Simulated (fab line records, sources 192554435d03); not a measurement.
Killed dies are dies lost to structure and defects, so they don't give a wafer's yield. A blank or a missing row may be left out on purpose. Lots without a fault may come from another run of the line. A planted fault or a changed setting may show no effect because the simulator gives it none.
Chamber matching | flow n5_finfet | N5_MOL_CONTACT_COAG_ETCH_106 on rie_diel-04: 4 sister chambers
The step etches SOC in N2/H2, target depth 80 nm, overetch 16 nm, time 120 s. 18 wafers are shown with their chamber, then 9 later ones without.

WAFERS WITH THEIR CHAMBER
wafer  | chamber | showerhead_plenum_p_Torr (Torr) | throttle_valve_pct (%) | oes_product_au (a.u.)
L077.1 | 1       | 2.52                            | 17.91                  | 0.62
L077.4 | 3       | 2.71                            | 17.58                  | 0.86
L077.6 | 0       | 2.55                            | 17.67                  | 0.70
L079.1 | 3       | 2.71                            | 17.57                  | 0.84
L079.2 | 0       | 2.55                            | 17.70                  | 0.69
L079.6 | 0       | 2.55                            | 17.70                  | 0.69
L081.2 | 2       | 2.64                            | 18.04                  | 0.67
L081.4 | 0       | 2.55                            | 17.71                  | 0.69
L081.5 | 2       | 2.64                            | 18.06                  | 0.68
L080.1 | 1       | 2.52                            | 17.90                  | 0.62
L080.2 | 2       | 2.64                            | 18.05                  | 0.67
L080.4 | 2       | 2.64                            | 18.05                  | 0.67
L085.1 | 3       | 2.70                            | 17.61                  | 0.81
L085.3 | 0       | 2.55                            | 17.71                  | 0.68
L085.5 | 0       | 2.55                            | 17.72                  | 0.68
L089.3 | 3       | 2.70                            | 17.62                  | 0.80
L089.5 | 0       | 2.54                            | 17.72                  | 0.67
L089.6 | 3       | 2.70                            | 17.60                  | 0.80

SIGNATURES (means of the wafers above)
reading                  | chamber 0 | chamber 1 | chamber 2 | chamber 3 | scatter within a chamber
showerhead_plenum_p_Torr | 2.5486    | 2.5200    | 2.6400    | 2.7040    | 0.00383
throttle_valve_pct       | 17.7043   | 17.9050   | 18.0500   | 17.5960   | 0.0163
oes_product_au           | 0.6857    | 0.6200    | 0.6725    | 0.8220    | 0.0159
Rule: a wafer's distance from a chamber is the root of the sum, over the readings, of the square of ((its reading less the chamber's mean) divided by the reading's scatter). The wafer belongs to the nearest chamber; if the next one is less than 2 further off, it can't be placed. The scatter: the root of (the sum of the squares of (reading less its chamber's mean) over the shown wafers, divided by (wafers less chambers)).

WAFERS WITHOUT THEIR CHAMBER
wafer  | showerhead_plenum_p_Torr (Torr) | throttle_valve_pct (%) | oes_product_au (a.u.)
L091.2 | 2.51                            | 17.51                  | 0.83
L091.3 | 2.63                            | 18.10                  | 0.66
L091.6 | 2.54                            | 17.75                  | 0.68
L095.2 | 2.70                            | 17.64                  | 0.79
L095.3 | 2.54                            | 17.74                  | 0.67
L095.4 | 2.51                            | 17.52                  | 0.81
L096.3 | 2.63                            | 18.09                  | 0.65
L096.5 | 2.51                            | 17.52                  | 0.81
L096.6 | 2.54                            | 17.74                  | 0.67

WHICH CHAMBER EACH WENT THROUGH
wafer  | from the rows above | in truth
L091.2 | 0                   | 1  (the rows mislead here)
L091.3 | 2                   | 2
L091.6 | 0                   | 0
L095.2 | 3                   | 3
L095.3 | 0                   | 0
L095.4 | 0                   | 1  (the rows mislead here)
L096.3 | 2                   | 2
L096.5 | 0                   | 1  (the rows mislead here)
L096.6 | 0                   | 0
Placed correctly: 6 of 9. Can't be placed from these rows: 0. Placed wrongly: 3.
